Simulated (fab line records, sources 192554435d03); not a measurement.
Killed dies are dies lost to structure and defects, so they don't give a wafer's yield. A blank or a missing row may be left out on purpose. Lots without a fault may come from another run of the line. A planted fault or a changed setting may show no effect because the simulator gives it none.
fab line records | flow n5_finfet
record lots=9 wafers=27 last_day=18
route steps=1938 shown BEOL_M11@1551 PASSIVATION@1936
lots that met no fault: from a run of the same line without faults
start_h: hours from the record's first day to the start of the lot's first wafer shown | wait_h: hours since the lot's step before | " the same as in the row above | L1.1+2: a row that stands for several wafers | - no value, or no start given | * or withheld: withheld | < > ~ a bound
route shown NAME@n: a module of which the file shows steps, and the number in the route of the first | usual: mean/standard deviation of fault-free wafers | same: alike in all rows | chamber/n: place in a boat | sites: the reading at each site | _std_site: their standard deviation | _edge_site: outer sites' mean less inner sites' | radius_mm: how far each site lies from the wafer's centre | mask NAME#n: copy n | behind: the tool/chamber that last shaped the wafer | hold: why the lot was held/for how many hours/how that ended | device: the transistor (n, p or np) that didn't switch | end of line: the same wafers' tests at the end of the route | a step without rows: its recipe alone | killed: dies lost to structure and defects at the first sort, not the wafer's yield | map: a wafer's dies, x killed, . not, _ none there
set.NAME: the setting as run; set.NAME@STEP: as run at that earlier step | model.NAME: the simulator's own value behind a step, which no gauge read
steps of the route over a sample of lots; a table a step, a row a wafer
services: from which hour (start_h, from the record's first day; less than 0 if before it) a tool's chamber was out of use, for how many hours, and why
## steps
# step N5_BEOL_M11_INSPECT_13
# recipe mode=adi inspect_instrument=brightfield
# usual raw_defect_count=409/100
# columns lot.wafer tool chamber start_h wait_h raw_defect_count
L624.1 defect_inspect-02 - 219.26 0.0 367
L624.2 " - " " 437
L624.6 " - " " 549
L628.3 defect_inspect-01 - 231.59 0.0 414
L628.5 " - " " 458
L628.6 " - " " 293
L627.2 defect_inspect-01 - 235.78 0.0 344
L627.5 " - " " 506
L627.6 " - " " 465
L629.2 defect_inspect-01 - 254.34 0.0 594
L629.4 " - " " 535
L629.5 " - " " 472
L632.1 defect_inspect-01 - 282.01 0.0 465
L632.4 " - " " 468
L632.5 " - " " 577
L639.1 defect_inspect-01 - 318.74 0.0 464
L639.2 " - " " 554
L639.5 " - " " 400
L645.3 defect_inspect-01 - 345.21 0.0 288
L645.4 " - " " 461
L645.5 " - " " 431
L647.1 defect_inspect-02 - 362.39 0.0 287
L647.2 " - " " 280
L647.3 " - " " 240
L646.3 defect_inspect-02 - 377.45 0.0 278
L646.4 " - " " 463
L646.5 " - " " 252
# step N5_BEOL_M11_HM_OPEN_17
# recipe chemistry=Cl2/BCl3 target_depth_a=200 overetch_a=60 target=TiN mask_material=SOC ion_energy_ev=150 pressure_mtorr=10 icp_w=1000 bias_w=126 Cl2_flow_sccm=53.25 bcl3_flow_sccm=21.75 Ar_flow_sccm=25
# usual bias_w=126.0/0.37 drypump_motor_current_A=5.6/0.37 mfc_cl2_sccm=53.27/0.16 oes_product_au=0.67/0.051 rf_fwd_power_W=993/3.4 throttle_valve_pct=22.04/0.26
# columns lot.wafer tool chamber start_h wait_h bias_w drypump_motor_current_A mfc_cl2_sccm oes_product_au rf_fwd_power_W rf_hours_counter_h throttle_valve_pct
L624.1 rie_metal-03 1 219.82 0.0 126.3 5.9 53.31 0.65 993 44 22.14
L624.2 " 0 " " 125.9 5.3 53.21 0.73 994 15 21.61
L624.6 " 1 " " 125.8 5.9 53.35 0.66 994 - 22.11
L628.3 rie_metal-03 0 231.93 0.1 126.1 5.3 53.08 0.73 991 - 21.60
L628.5 " 0 " " 126.1 5.3 53.41 0.73 992 - 21.61
L628.6 " 1 " " 125.8 5.9 53.26 0.65 993 - 22.14
L627.2 rie_metal-03 0 236.99 0.0 126.0 5.3 53.05 0.74 990 16 21.60
L627.5 " 0 " " 126.2 5.3 53.37 0.73 986 - 21.63
L627.6 " 1 " " 125.7 5.9 53.18 0.66 992 - 22.11
L629.2 rie_metal-03 1 255.40 0.0 126.3 5.9 53.21 0.65 993 46 22.14
L629.4 " 0 " " 125.9 5.3 53.36 0.72 1000 - 21.63
L629.5 " 0 " " 125.8 5.3 53.19 0.73 998 - 21.61
L632.1 rie_metal-03 0 282.31 0.0 125.5 5.3 53.25 0.72 994 19 21.63
L632.4 " 0 " " 125.8 5.3 53.30 0.72 994 - 21.63
L632.5 " 1 " " 125.7 5.9 53.33 0.64 994 - 22.14
L639.1 rie_metal-01 1 319.05 0.0 125.7 6.1 53.33 0.64 1001 55 22.36
L639.2 " 0 " " 125.8 5.3 53.17 0.71 990 22 22.00
L639.5 " 0 " " 125.9 5.3 53.10 0.71 993 - 22.01
L645.3 rie_metal-03 0 345.97 0.1 125.9 5.3 53.32 0.70 991 - 21.63
L645.4 " 1 " " 125.9 5.9 53.09 0.63 994 - 22.14
L645.5 " 0 " " 126.4 5.3 52.89 0.71 993 - 21.65
L647.1 rie_metal-03 1 362.69 0.0 126.2 5.9 53.03 0.63 991 54 22.16
L647.2 " 0 " " 126.1 5.4 53.14 0.70 992 25 21.64
L647.3 " 1 " " 126.4 5.9 53.24 0.62 994 - 22.16
L646.3 rie_metal-03 1 377.88 0.1 125.9 5.9 53.21 0.62 995 - 22.15
L646.4 " 0 " " 126.3 5.3 53.15 0.70 997 - 21.65
L646.5 " 0 " " 126.5 5.3 53.27 0.69 990 - 21.63
# step N5_BEOL_M11_INSPECT_30
# recipe mode=adi inspect_instrument=brightfield
# usual raw_defect_count=409/93
# columns lot.wafer tool chamber start_h wait_h raw_defect_count
L624.1 defect_inspect-01 - 221.63 0.0 409
L624.2 " - " " 479
L624.6 " - " " 571
L628.3 defect_inspect-02 - 234.02 0.0 391
L628.5 " - " " 449
L628.6 " - " " 261
L627.2 defect_inspect-01 - 242.00 0.0 353
L627.5 " - " " 518
L627.6 " - " " 475
L629.2 defect_inspect-02 - 265.96 0.0 1327
L629.4 " - " " 483
L629.5 " - " " 407
L632.1 defect_inspect-01 - 283.92 0.0 492
L632.4 " - " " 454
L632.5 " - " " 1405
L639.1 defect_inspect-01 - 325.42 0.0 469
L639.2 " - " " 560
L639.5 " - " " 406
L645.3 defect_inspect-02 - 346.65 0.0 288
L645.4 " - " " 411
L645.5 " - " " 382
L647.1 defect_inspect-01 - 363.39 0.0 328
L647.2 " - " " 309
L647.3 " - " " 270
L646.3 defect_inspect-02 - 380.08 0.0 273
L646.4 " - " " 476
L646.5 " - " " 253
# step N5_BEOL_M11_ETCH_65
# recipe chemistry=CF4 target=SiARC target_depth_a=390 mask_material=CAR-ArF time_s=65 ion_energy_ev=80 pressure_mtorr=40 source_w=545 bias_w=36 Ar_flow_sccm=100 cf4_flow_sccm=100 ends=cleared
# usual bias_w=36.00/0.1 cf4_flow_sccm=100.0/0.31 drypump_motor_current_A=5.5/0.43 etch_rf_on_time_s=64.4/1 oes_product_au=0.71/0.05 rf_fwd_power_W=537.9/3 rf_vpp_V=184.4/1.2 showerhead_plenum_p_Torr=2.18/0.072 throttle_valve_pct=15.54/0.2
# columns lot.wafer tool chamber start_h wait_h bias_w cf4_flow_sccm drypump_motor_current_A etch_rf_on_time_s oes_product_au rf_fwd_power_W rf_hours_counter_h rf_vpp_V showerhead_plenum_p_Torr throttle_valve_pct
L624.1 rie_diel-03 3 221.70 0.0 36.04 100.0 4.7 65.5 0.71 543.8 65 183.8 2.08 15.75
L624.2 " 2 " " 36.05 100.2 5.4 64.0 0.71 532.6 95 185.1 2.24 15.84
L624.6 " 3 " " 36.22 100.0 4.7 65.6 0.71 542.4 - 183.2 2.08 15.74
L628.3 rie_diel-01 1 234.09 0.0 36.25 99.9 5.9 64.2 0.72 538.2 51 184.8 2.26 15.16
L628.5 " 2 " " 35.84 100.1 5.5 63.8 0.82 539.8 - 183.2 2.11 15.33
L628.6 " 3 " " 36.08 99.4 5.4 61.5 0.73 534.4 - 184.3 2.17 15.54
L627.2 rie_diel-04 1 242.20 0.0 36.22 99.8 5.7 65.6 0.69 535.3 88 181.9 2.08 15.32
L627.5 " 3 " " 36.14 100.1 6.5 65.0 0.61 536.3 - 181.5 2.04 15.72
L627.6 " 2 " " 35.96 100.4 5.8 65.5 0.58 540.4 - 183.9 2.19 15.91
L629.2 rie_diel-04 3 266.56 0.0 35.90 99.7 6.5 64.9 0.60 541.2 229 183.0 2.04 15.78
L629.4 " 3 " " 36.01 99.8 6.5 64.2 0.60 537.7 - 184.4 2.04 15.76
L629.5 " 1 " " 35.90 100.3 5.7 65.2 0.68 537.8 - 182.3 2.08 15.34
L632.1 rie_diel-04 2 283.99 0.0 36.01 99.6 5.8 64.6 0.85 538.8 1 183.8 2.19 15.39
L632.4 " 1 " " 36.01 100.4 5.7 65.8 0.68 536.6 102 183.0 2.08 15.35
L632.5 " 1 " " 36.02 99.6 5.7 65.9 0.68 535.9 - 184.1 2.08 15.34
L639.1 rie_diel-01 0 325.51 0.0 35.78 99.3 5.1 65.5 0.69 538.0 97 185.3 2.24 15.59
L639.2 " 3 " " 36.02 100.5 5.4 63.2 0.69 536.9 97 183.9 2.16 15.62
L639.5 " 3 " " 36.00 100.2 5.4 62.6 0.70 538.2 - 185.7 2.16 15.63
L645.3 rie_diel-01 0 346.71 0.0 35.87 100.2 5.1 65.3 0.68 539.7 104 184.4 2.24 15.59
L645.4 " 3 " " 36.11 99.7 5.4 63.4 0.69 538.9 104 185.2 2.15 15.61
L645.5 " 0 " " 35.92 99.5 5.1 65.5 0.68 538.1 - 185.6 2.24 15.59
L647.1 rie_diel-01 2 363.46 0.0 35.91 99.9 5.5 64.2 0.75 539.4 46 184.2 2.10 15.43
L647.2 " 0 " " 36.09 100.0 5.1 64.9 0.67 543.3 109 185.1 2.24 15.61
L647.3 " 1 " " 36.01 99.4 5.9 64.7 0.68 536.1 89 186.2 2.25 15.24
L646.3 rie_diel-03 1 380.15 0.0 35.99 100.6 5.9 65.6 0.67 540.1 104 182.4 2.16 15.60
L646.4 " 2 " " 35.87 99.7 5.4 64.7 0.66 534.5 143 186.8 2.23 15.94
L646.5 " 3 " " 36.01 99.8 4.7 66.2 0.67 542.4 - 183.0 2.07 15.85
# step N5_BEOL_M11_TRENCH_ETCH_37
# recipe chemistry=C4F6/O2 target_depth_a=1488.3 target=SiCOH_lowk time_s=48 ion_energy_ev=250 pressure_mtorr=30 source_w=345 bias_w=185 Ar_flow_sccm=300 C4F6_flow_sccm=10 O2_flow_sccm=10
# usual bias_w=185.1/0.54 drypump_motor_current_A=5.5/0.43 oes_o_777_au=0.83/0.055 oes_product_au=0.83/0.058 rf_fwd_power_W=340.8/1.8 rf_vpp_V=667/5.9 showerhead_plenum_p_Torr=2.90/0.096 throttle_valve_pct=20.89/0.22
# same time_s=48
# columns lot.wafer tool chamber start_h wait_h bias_w drypump_motor_current_A oes_o_777_au oes_product_au rf_fwd_power_W rf_hours_counter_h rf_vpp_V showerhead_plenum_p_Torr throttle_valve_pct
L624.1 rie_diel-03 3 - - 184.7 4.7 0.83 0.84 343.4 65 665 2.77 21.12
L624.2 " 2 " " 185.2 5.4 0.84 0.81 339.7 95 660 2.98 21.20
L624.6 " 3 " " 185.1 4.8 0.82 0.84 342.9 - 665 2.77 21.12
L628.3 rie_diel-01 1 - - 185.4 6.0 0.84 0.84 337.0 51 673 3.00 20.44
L628.5 " 2 " " 184.8 5.5 0.97 0.96 342.4 - 663 2.81 20.78
L628.6 " 3 " " 185.7 5.4 0.85 0.86 338.9 - 675 2.88 20.89
L627.2 rie_diel-04 1 - - 185.5 5.7 0.80 0.81 338.0 88 671 2.76 20.60
L627.5 " 3 " " 185.1 6.4 0.73 0.70 339.7 - 658 2.72 21.04
L627.6 " 2 " " 184.6 5.7 0.69 0.67 342.6 - 662 2.92 21.18
L629.2 rie_diel-04 3 - - 185.8 6.5 0.71 0.70 340.3 229 659 2.71 21.06
L629.4 " 3 " " 185.1 6.5 0.72 0.70 343.0 - 659 2.71 21.05
L629.5 " 1 " " 185.9 5.7 0.79 0.81 340.8 - 671 2.75 20.60
L632.1 rie_diel-04 2 - - 185.6 5.8 0.99 0.97 342.6 1 664 2.92 20.80
L632.4 " 1 " " 184.7 5.7 0.79 0.80 340.2 102 670 2.75 20.59
L632.5 " 1 " " 184.4 5.7 0.79 0.78 340.1 - 670 2.75 20.61
L639.1 rie_diel-01 0 - - 184.7 5.0 0.80 0.81 343.1 98 667 2.99 20.99
L639.2 " 3 " " 185.6 5.4 0.81 0.82 340.3 98 674 2.87 20.94
L639.5 " 3 " " 185.1 5.4 0.80 0.81 343.1 - 674 2.87 20.96
L645.3 rie_diel-01 0 - - 185.0 5.1 0.80 0.79 342.6 105 667 2.98 21.00
L645.4 " 3 " " 185.0 5.4 0.81 0.81 340.3 105 675 2.87 20.96
L645.5 " 0 " " 185.8 5.1 0.79 0.80 343.6 - 666 2.98 20.97
L647.1 rie_diel-01 2 - - 185.8 5.6 0.87 0.86 340.6 46 664 2.79 20.84
L647.2 " 0 " " 186.3 5.1 0.79 0.79 341.7 109 666 2.98 21.00
L647.3 " 1 " " 184.5 6.0 0.79 0.79 338.1 89 674 2.98 20.49
L646.3 rie_diel-03 1 - - 184.8 5.9 0.80 0.80 340.2 104 662 2.87 20.95
L646.4 " 2 " " 185.3 5.4 0.81 0.77 338.6 143 657 2.96 21.28
L646.5 " 3 " " 185.0 4.7 0.78 0.79 342.3 - 665 2.75 21.19
# step N5_PASSIVATION_PROBE_49
# usual defect_limited_yield=91.1/1.3 killed_at_M0_to_M3=34/10 killed_at_M4_up=14/5.7 killed_at_contacts=12/5.9 killed_at_front_end=41/12 killed_at_other=4/3.1 killed_dies=105/15 killed_on_rim=14/4.2 killed_open=69/11 killed_short=35/7.8 sort_bin_5_function=5.3/0.81 sort_bin_6_memory=3.3/0.75 sort_n_pass=1075/15 sort_yield_pct=91.1/1.3
# same gross_dies=1180 killed_at_back_side=0 sort_bin_4_leakage[%]=0 sort_bin_8_speed[%]=0
# columns lot.wafer tool chamber start_h wait_h defect_limited_yield[%] killed_at_M0_to_M3 killed_at_M4_up killed_at_contacts killed_at_front_end killed_at_other killed_dies killed_on_rim killed_open killed_short sort_bin_5_function[%] sort_bin_6_memory[%] sort_n_pass sort_yield_pct[%]
L624.1 prober-02 - 267.79 0.0 91.3 37 15 15 33 3 103 15 72 31 5.2 3.6 1077 91.3
L624.2 prober-02 - 267.84 0.1 89.7 39 11 17 47 7 121 26 80 39 6.0 4.2 1059 89.7
L624.6 prober-02 - 268.04 0.3 92.5 26 10 17 33 3 89 10 55 28 4.5 2.5 1091 92.5
L628.3 prober-01 - 279.42 0.1 92.7 20 11 24 29 2 86 9 61 23 4.4 2.7 1094 92.7
L628.5 prober-01 - 279.52 0.2 90.6 47 12 20 30 2 111 14 69 41 6.3 2.9 1069 90.6
L628.6 prober-01 - 279.57 0.3 92.2 29 14 8 40 1 92 12 59 30 5.3 2.2 1088 92.2
L627.2 prober-02 - 282.13 0.1 90.9 41 5 23 35 3 107 13 75 31 6.3 2.5 1073 90.9
L627.5 prober-02 - 282.28 0.2 90.8 41 10 24 31 2 108 15 76 31 5.4 3.6 1072 90.8
L627.6 prober-02 - 282.33 0.3 91.6 46 6 16 30 1 99 11 66 30 5.3 2.5 1081 91.6
L629.2 prober-01 - 317.98 0.8 85.6 24 107 14 24 1 170 25 43 32 8.6 3.0 1010 85.6
L629.4 prober-01 - 318.08 0.9 90.9 32 14 10 49 2 107 13 67 40 6.1 2.8 1073 90.9
L629.5 prober-01 - 318.13 0.9 90.3 39 10 20 40 5 114 12 77 36 4.9 4.5 1066 90.3
L632.1 prober-02 - 329.65 0.0 88.6 19 9 30 75 1 134 20 95 39 6.9 4.2 1046 88.6
L632.4 prober-02 - 329.80 0.2 90.3 29 13 8 59 5 114 12 73 35 5.6 3.5 1066 90.3
L632.5 prober-02 - 329.85 0.2 79.2 43 106 15 78 3 245 37 104 44 12.5 5.3 935 79.2
L639.1 prober-02 - 368.49 0.4 91.3 38 20 9 36 0 103 18 66 37 5.6 3.0 1077 91.3
L639.2 prober-02 - 368.54 0.4 92.1 26 20 17 30 0 93 11 62 29 4.8 2.7 1087 92.1
L639.5 prober-02 - 368.69 0.6 91.3 15 12 12 61 3 103 12 66 34 5.0 3.3 1077 91.3
L645.3 prober-01 - 392.00 0.1 90.8 29 19 9 44 7 108 15 70 37 5.3 3.6 1072 90.8
L645.4 prober-01 - 392.05 0.2 91.1 36 23 10 28 8 105 11 69 34 5.8 3.0 1075 91.1
L645.5 prober-01 - 392.10 0.2 92.5 12 19 11 36 10 88 11 57 30 4.7 2.5 1092 92.5
L647.1 prober-01 - 403.40 0.0 91.2 41 11 16 29 7 104 12 68 35 5.3 3.3 1076 91.2
L647.2 prober-01 - 403.45 0.1 91.6 25 22 5 40 7 99 12 65 33 5.6 2.5 1081 91.6
L647.3 prober-01 - 403.50 0.1 92.1 38 13 14 21 7 93 16 55 32 4.7 3.0 1087 92.1
L646.3 prober-01 - 423.49 0.7 92.1 42 12 7 29 3 93 11 59 34 4.3 3.3 1087 92.1
L646.4 prober-01 - 423.54 0.8 92.1 37 4 14 33 5 93 13 66 27 5.3 2.5 1087 92.1
L646.5 prober-01 - 423.59 0.8 89.7 44 10 22 42 4 122 19 85 37 5.9 4.0 1058 89.7
# killed by level:class
L624.1 BEOL_M3:geometric_particle:open=13 MOL_CONTACT_COAG:geometric_particle:open=11 BEOL_M1:geometric_particle:open=11 FIN_SAQP:geometric_particle:short=7 BEOL_M2:geometric_particle:open=7 BEOL_M8:geometric_particle:open=6 DUMMY_GATE:geometric_particle:open=5 FIN_SAQP:geometric_particle:open=4
L624.2 BEOL_M3:geometric_particle:open=18 MOL_CONTACT_COAG:geometric_particle:open=13 FIN_SAQP:geometric_particle:open=10 STI_FIN_REVEAL:geometric_particle:open=7 FIN_SAQP:geometric_particle:short=6 DUMMY_GATE:geometric_particle:open=5 BEOL_M1:geometric_particle:open=5 BEOL_M3:geometric_particle:short=5
L624.6 MOL_CONTACT_COAG:geometric_particle:open=15 BEOL_M3:geometric_particle:open=9 FIN_SAQP:geometric_particle:short=8 BEOL_M0_SAQP:geometric_particle:short=7 BEOL_M0_SAQP:geometric_particle:open=5 HKMG_FIN:area_etch=5 FIN_SAQP:geometric_particle:open=4 BEOL_M4:geometric_particle:open=4
L628.3 MOL_CONTACT_COAG:geometric_particle:open=23 DUMMY_GATE:geometric_particle:open=9 BEOL_M4:geometric_particle:open=8 GATE_CUT:geometric_particle:short=5 BEOL_M2:geometric_particle:open=4 BEOL_M1:geometric_particle:open=4 DUMMY_GATE:geometric_particle:short=3 BEOL_M0:geometric_particle:open=3
L628.5 BEOL_M2:geometric_particle:open=16 MOL_CONTACT_COAG:geometric_particle:open=10 MOL_CONTACT_COAG:geometric_particle:short=9 BEOL_M0_SAQP:geometric_particle:short=9 BEOL_M0:geometric_particle:open=8 BEOL_M0_SAQP:geometric_particle:open=6 GATE_CUT:geometric_particle:short=5 BEOL_M5:geometric_particle:open=5
L628.6 BEOL_M0_SAQP:geometric_particle:open=9 BEOL_M0_SAQP:geometric_particle:short=7 BEOL_M4:geometric_particle:open=7 STI_FIN_REVEAL:geometric_particle:open=6 DUMMY_GATE:geometric_particle:open=6 GATE_CUT:geometric_particle:short=6 FIN_SAQP:geometric_particle:open=5 MOL_CONTACT_COAG:geometric_particle:open=5
L627.2 MOL_CONTACT_COAG:geometric_particle:open=21 BEOL_M2:geometric_particle:open=16 BEOL_M0_SAQP:geometric_particle:short=9 BEOL_M2:geometric_particle:short=7 GATE_CUT:geometric_particle:open=6 FIN_SAQP:geometric_particle:open=5 STI_FIN_REVEAL:geometric_particle:open=5 BEOL_M0_SAQP:geometric_particle:open=4
L627.5 MOL_CONTACT_COAG:geometric_particle:open=21 BEOL_M2:geometric_particle:open=10 BEOL_M3:geometric_particle:open=7 BEOL_M4:geometric_particle:open=7 BEOL_M0_SAQP:geometric_particle:short=6 FIN_SAQP:geometric_particle:open=4 STI_FIN_REVEAL:geometric_particle:open=4 DUMMY_GATE:geometric_particle:open=4
L627.6 MOL_CONTACT_COAG:geometric_particle:open=14 BEOL_M2:geometric_particle:open=11 BEOL_M0_SAQP:geometric_particle:short=11 BEOL_M1:geometric_particle:open=7 STI_FIN_REVEAL:geometric_particle:open=6 BEOL_M2:geometric_particle:short=6 BEOL_M4:geometric_particle:open=5 FIN_SAQP:geometric_particle:open=4
L629.2 BEOL_M11:unspecified=95 FIN_SAQP:geometric_particle:short=8 MOL_CONTACT_COAG:geometric_particle:open=8 BEOL_M0_SAQP:geometric_particle:short=8 MOL_CONTACT_COAG:geometric_particle:short=6 FIN_SAQP:geometric_particle:open=6 BEOL_M4:geometric_particle:open=6 BEOL_M0_SAQP:geometric_particle:open=4
L629.4 STI_FIN_REVEAL:geometric_particle:open=15 BEOL_M0_SAQP:geometric_particle:short=10 FIN_SAQP:geometric_particle:short=8 MOL_CONTACT_COAG:geometric_particle:open=8 BEOL_M0_SAQP:geometric_particle:open=8 BEOL_M4:geometric_particle:open=7 BEOL_M2:geometric_particle:open=6 ILD0:geometric_particle:open=4
L629.5 STI_FIN_REVEAL:geometric_particle:open=19 MOL_CONTACT_COAG:geometric_particle:open=17 BEOL_M0_SAQP:geometric_particle:short=11 BEOL_M0_SAQP:geometric_particle:open=11 BEOL_M1:geometric_particle:open=5 BEOL_M4:geometric_particle:open=4 PASS1_CAP:geometric_particle:short=4 FIN_SAQP:geometric_particle:open=3
L632.1 FIN_SAQP:geometric_particle:open=33 MOL_CONTACT_COAG:geometric_particle:open=27 FIN_SAQP:geometric_particle:short=21 STI_FIN_REVEAL:geometric_particle:open=6 BEOL_M3:geometric_particle:open=6 BEOL_M2:geometric_particle:open=4 DUMMY_GATE:geometric_particle:open=3 MOL_CONTACT_COAG:geometric_particle:short=3
L632.4 FIN_SAQP:geometric_particle:open=22 FIN_SAQP:geometric_particle:short=14 BEOL_M2:geometric_particle:open=11 BEOL_M3:geometric_particle:open=7 MOL_CONTACT_COAG:geometric_particle:open=6 BEOL_M4:geometric_particle:open=5 HKMG_FIN:area_etch=5 BEOL_M1:geometric_particle:open=4
L632.5 BEOL_M11:unspecified=97 FIN_SAQP:geometric_particle:open=33 MOL_CONTACT_COAG:geometric_particle:open=11 STI_FIN_REVEAL:geometric_particle:open=10 BEOL_M3:geometric_particle:open=10 BEOL_M2:geometric_particle:open=9 BEOL_M0_SAQP:geometric_particle:short=9 FIN_SAQP:geometric_particle:short=8
L639.1 BEOL_M2:geometric_particle:open=11 BEOL_M4:geometric_particle:open=9 BEOL_M1:geometric_particle:open=8 BEOL_M0_SAQP:geometric_particle:open=7 FIN_SAQP:geometric_particle:short=6 MOL_CONTACT_COAG:geometric_particle:open=6 BEOL_M0_SAQP:geometric_particle:short=6 FIN_SAQP:geometric_particle:open=5
L639.2 MOL_CONTACT_COAG:geometric_particle:open=15 STI_FIN_REVEAL:geometric_particle:open=10 BEOL_M4:geometric_particle:open=8 ILD0:geometric_particle:short=7 BEOL_M1:geometric_particle:open=7 BEOL_M0_SAQP:geometric_particle:short=7 BEOL_M2:geometric_particle:open=5 BEOL_M0_SAQP:geometric_particle:open=4
L639.5 FIN_SAQP:geometric_particle:open=10 STI_FIN_REVEAL:geometric_particle:open=9 BEOL_M4:geometric_particle:open=9 MOL_CONTACT_COAG:geometric_particle:open=9 FIN_SAQP:geometric_particle:short=7 GATE_CUT:geometric_particle:open=7 STARTING-WAFER:geometric_particle:short=7 DUMMY_GATE:geometric_particle:open=6
L645.3 FIN_SAQP:geometric_particle:open=12 BEOL_M0_SAQP:geometric_particle:short=10 FIN_SAQP:geometric_particle:short=9 BEOL_M2:geometric_particle:open=9 BEOL_M0_SAQP:geometric_particle:open=8 MOL_CONTACT_COAG:geometric_particle:open=7 BEOL_M4:geometric_particle:open=6 STI_FIN_REVEAL:geometric_particle:open=4
L645.4 BEOL_M0_SAQP:geometric_particle:open=14 BEOL_M0_SAQP:geometric_particle:short=8 BEOL_M4:geometric_particle:open=8 MOL_CONTACT_COAG:geometric_particle:open=7 BEOL_M1:geometric_particle:open=6 BEOL_M3:geometric_particle:open=5 FIN_SAQP:geometric_particle:open=4 GATE_CUT:geometric_particle:short=4
L645.5 MOL_CONTACT_COAG:geometric_particle:open=9 BEOL_M4:geometric_particle:open=8 FIN_SAQP:geometric_particle:open=6 STI_FIN_REVEAL:geometric_particle:open=5 MIM_TOP_ETCH:geometric_particle:short=5 MIM_TOP_ETCH:geometric_particle:open=5 FIN_SAQP:geometric_particle:short=4 STARTING-WAFER:geometric_particle:open=4
L647.1 MOL_CONTACT_COAG:geometric_particle:open=16 BEOL_M0_SAQP:geometric_particle:short=15 BEOL_M0_SAQP:geometric_particle:open=10 STI_FIN_REVEAL:geometric_particle:open=8 BEOL_M2:geometric_particle:open=7 FIN_SAQP:geometric_particle:open=6 BEOL_M1:geometric_particle:open=6 FIN_SAQP:geometric_particle:short=4
L647.2 BEOL_M4:geometric_particle:open=13 FIN_SAQP:geometric_particle:open=10 STI_FIN_REVEAL:geometric_particle:open=9 FIN_SAQP:geometric_particle:short=7 BEOL_M0_SAQP:geometric_particle:open=7 MOL_CONTACT_COAG:geometric_particle:open=5 BEOL_M1:geometric_particle:open=5 BEOL_M3:geometric_particle:open=4
L647.3 MOL_CONTACT_COAG:geometric_particle:open=9 BEOL_M0_SAQP:geometric_particle:short=9 BEOL_M0_SAQP:geometric_particle:open=9 STI_FIN_REVEAL:geometric_particle:open=7 BEOL_M3:geometric_particle:open=7 FIN_SAQP:geometric_particle:short=5 MOL_CONTACT_COAG:geometric_particle:short=5 BEOL_M1:geometric_particle:open=5
L646.3 BEOL_M0_SAQP:geometric_particle:open=15 BEOL_M0_SAQP:geometric_particle:short=14 GATE_CUT:geometric_particle:short=5 MOL_CONTACT_COAG:geometric_particle:open=5 BEOL_M3:geometric_particle:open=5 FIN_SAQP:geometric_particle:open=4 STI_FIN_REVEAL:geometric_particle:open=4 BEOL_M0:geometric_particle:open=4
L646.4 MOL_CONTACT_COAG:geometric_particle:open=14 BEOL_M3:geometric_particle:open=14 STI_FIN_REVEAL:geometric_particle:open=8 BEOL_M0_SAQP:geometric_particle:short=8 BEOL_M0_SAQP:geometric_particle:open=7 GATE_CUT:geometric_particle:short=5 FIN_SAQP:geometric_particle:open=4 ILD0:geometric_particle:open=4
L646.5 MOL_CONTACT_COAG:geometric_particle:open=16 STI_FIN_REVEAL:geometric_particle:open=12 BEOL_M0_SAQP:geometric_particle:open=12 FIN_SAQP:geometric_particle:open=10 BEOL_M0_SAQP:geometric_particle:short=9 BEOL_M3:geometric_particle:open=7 FIN_SAQP:geometric_particle:short=6 MOL_CONTACT_COAG:geometric_particle:short=6
## services
# columns tool chamber start_h hours kind
rie_diel-01 2 199.95 - clean
rie_diel-01 2 199.95 - consumable_replace:focus_ring
rie_diel-01 2 199.95 21.3 scheduled_down
rie_diel-01 2 199.95 21.3 vent_cycle
rie_diel-04 - 226.56 15.6 pm
rie_diel-04 0 242.16 - clean
rie_diel-04 0 242.16 - consumable_replace:focus_ring
rie_diel-04 0 242.16 16.1 scheduled_down
rie_diel-04 0 242.16 16.1 vent_cycle
rie_diel-04 1 246.44 6.6 repair
rie_diel-04 2 248.61 3.7 repair
rie_diel-04 2 258.24 - clean
rie_diel-04 2 258.24 - consumable_replace:focus_ring
rie_diel-04 2 258.24 21.9 scheduled_down
rie_diel-01 0 269.66 2.1 repair
rie_diel-01 0 275.75 4.7 repair
rie_diel-03 3 282.13 10.9 repair
rie_diel-03 - 298.97 15.6 pm
rie_diel-01 2 321.53 13.2 repair
rie_diel-04 1 326.25 8.7 repair
rie_diel-04 3 329.91 4.1 repair
rie_diel-04 2 347.19 1.6 repair
rie_diel-03 - 367.22 0.3 repair
rie_metal-03 - 375.76 0.7 repair
## key
first_sign step=N5_BEOL_M11_INSPECT_30 reading=raw_defect_count direction=up sigmas=10 usual=409 struck=1366
effect step=N5_PASSIVATION_PROBE_49 reading=killed_at_M4_up direction=up sigmas=16 usual=14 struck=106
more_kills_born_at N5_BEOL_M11_HM_OPEN_17@rie_metal-03=192
met_at N5_BEOL_M11_HM_OPEN_17
struck_lots L629,L632
struck_wafers L629.2,L632.5
not_acting_at N5_BEOL_M11_INSPECT_13,N5_BEOL_M11_ETCH_65,N5_BEOL_M11_TRENCH_ETCH_37
onset_between 236.99 255.40
fault kind=chamber_particle_source tool=rie_metal-03 chamber=1 onset_h=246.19 steps=N5_BEOL_M11_HM_OPEN_17 rate_per_visit_cm2=1.2125 end_h=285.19
